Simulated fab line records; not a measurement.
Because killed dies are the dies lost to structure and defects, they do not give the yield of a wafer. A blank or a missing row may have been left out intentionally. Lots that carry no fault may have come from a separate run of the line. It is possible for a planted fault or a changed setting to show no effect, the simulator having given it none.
Split-lot trial / flow n5 finfet / 21 wafers read from 7 lots, route of 1938 steps

== ON THE SPLIT ==
At N5_BEOL_M6_ETCH_66 (etches SOC in N2/H2, target depth 80 nm, overetch 16 nm, time 120 s), the setting bias w was moved away from the recipe's 150 W on 4 of the 21 wafers read, by -16.8% to +10.5%. The other wafers ran this setting at the recipe's value.

Reading taken at the split's own step.

== THE READING ==
rf vpp V, in V, at N5_BEOL_M6_ETCH_66 (etches SOC in N2/H2, target depth 80 nm, overetch 16 nm, time 120 s). Fault-free wafers of this fab line usually give 524.4 V, standard deviation 2.2 V.

wafer=L075.1; tool, chamber at the split=rie diel-05, 0; bias w as run, W=150; against the recipe=recipe; rf vpp V, V=527.8; against lot-mates on the recipe=-
wafer=L075.2; tool, chamber at the split=rie diel-05, 3; bias w as run, W=150; against the recipe=recipe; rf vpp V, V=522.2; against lot-mates on the recipe=-
wafer=L075.6; tool, chamber at the split=rie diel-05, 2; bias w as run, W=150; against the recipe=recipe; rf vpp V, V=524.4; against lot-mates on the recipe=-
wafer=L076.1; tool, chamber at the split=rie diel-03, 0; bias w as run, W=150; against the recipe=recipe; rf vpp V, V=526.5; against lot-mates on the recipe=-
wafer=L076.3; tool, chamber at the split=rie diel-03, 2; bias w as run, W=150; against the recipe=recipe; rf vpp V, V=527.0; against lot-mates on the recipe=-
wafer=L076.5; tool, chamber at the split=rie diel-03, 1; bias w as run, W=150; against the recipe=recipe; rf vpp V, V=519.9; against lot-mates on the recipe=-
wafer=L080.2; tool, chamber at the split=rie diel-05, 3; bias w as run, W=150; against the recipe=recipe; rf vpp V, V=521.6; against lot-mates on the recipe=-
wafer=L080.3; tool, chamber at the split=rie diel-05, 1; bias w as run, W=150; against the recipe=recipe; rf vpp V, V=525.2; against lot-mates on the recipe=-
wafer=L080.4; tool, chamber at the split=rie diel-05, 0; bias w as run, W=150; against the recipe=recipe; rf vpp V, V=529.4; against lot-mates on the recipe=-
wafer=L083.3; tool, chamber at the split=rie diel-04, 1; bias w as run, W=150; against the recipe=recipe; rf vpp V, V=525.2; against lot-mates on the recipe=-
wafer=L083.4; tool, chamber at the split=rie diel-04, 3; bias w as run, W=165.7; against the recipe=+10.5%; rf vpp V, V=557.0; against lot-mates on the recipe=+31.4
wafer=L083.5; tool, chamber at the split=rie diel-04, 1; bias w as run, W=150; against the recipe=recipe; rf vpp V, V=526.0; against lot-mates on the recipe=-
wafer=L084.1; tool, chamber at the split=rie diel-04, 3; bias w as run, W=127.5; against the recipe=-15.0%; rf vpp V, V=472.4; against lot-mates on the recipe=-52.0
wafer=L084.2; tool, chamber at the split=rie diel-04, 1; bias w as run, W=127.5; against the recipe=-15.0%; rf vpp V, V=473.7; against lot-mates on the recipe=-50.7
wafer=L084.5; tool, chamber at the split=rie diel-04, 2; bias w as run, W=150; against the recipe=recipe; rf vpp V, V=524.4; against lot-mates on the recipe=-
wafer=L092.3; tool, chamber at the split=rie diel-04, 0; bias w as run, W=150; against the recipe=recipe; rf vpp V, V=525.1; against lot-mates on the recipe=-
wafer=L092.4; tool, chamber at the split=rie diel-04, 1; bias w as run, W=150; against the recipe=recipe; rf vpp V, V=523.8; against lot-mates on the recipe=-
wafer=L092.5; tool, chamber at the split=rie diel-04, 3; bias w as run, W=150; against the recipe=recipe; rf vpp V, V=523.0; against lot-mates on the recipe=-
wafer=L094.1; tool, chamber at the split=rie diel-04, 2; bias w as run, W=150; against the recipe=recipe; rf vpp V, V=525.1; against lot-mates on the recipe=-
wafer=L094.4; tool, chamber at the split=rie diel-04, 0; bias w as run, W=124.8; against the recipe=-16.8%; rf vpp V, V=468.6; against lot-mates on the recipe=-56.5
wafer=L094.5; tool, chamber at the split=rie diel-04, 0; bias w as run, W=150; against the recipe=recipe; rf vpp V, V=525.1; against lot-mates on the recipe=-

FIT RESULTS
A straight line over all 21 wafers: rf vpp V changes by +3.35 V for each +1% of bias w; r = +0.99; the points scatter about the line by 2.3 V.
The same after taking each lot's own level away (the mean of its wafers on the recipe; 21 wafers): +3.33 V for each +1%; r = +0.99; scatter 2.2 V.
The reading moves by 56 V for the largest change in bias w, on that fit.
The lots' own levels span 523.97 to 525.60 V, that is 0.7 times the standard deviation above.
Consequently the slope shifts little with the lot-to-lot level, the two slopes agreeing.
Check: -56.2 V against its lot-mates is what the line predicts for one of the wafers moved furthest among these (-16.8%) when that wafer is left out of the fit. Against them it came out at -56.5 V.
Tool readings at the split's step, against how far the setting was moved: rf vpp V r = +0.99.

== THESE WAFERS: OTHER SPLITS ==
These wafers also went through other splits before the reading. Each is held against what the fit with the lots' levels taken away leaves over:
other split on the same wafers=N5_BEOL_M6_HM_DEP_02 target thk a; wafers away from the commonest value=9; r with rf vpp V (lot level and that fit taken away)=+0.01
other split on the same wafers=N5_BEOL_M6_EXPOSE_08 dose mj; wafers away from the commonest value=10; r with rf vpp V (lot level and that fit taken away)=-0.16

== THE WHOLE CHAIN: every reading that the file lists as answering this split, in the file's order ==
step=N5_BEOL_M6_ETCH_66; what it does=etches SOC in N2/H2, target depth 80 nm, overetch 16 nm, time 120 s; reading=rf vpp V; change (the file's fit)=+3.32 V for each +1% of the setting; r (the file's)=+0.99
step=N5_BEOL_M6_ETCH_66; what it does=etches SOC in N2/H2, target depth 80 nm, overetch 16 nm, time 120 s; reading=SiARC_of_BEOL_M6_COAT_64.thk nm (the simulator's own value, which no gauge read); change (the file's fit)=-0.0672 nm for each +1% of the setting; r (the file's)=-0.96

== THE FILE'S OWN FIT ==
rf vpp V changes by +3.32 V for each +1% of bias w, r = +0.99.
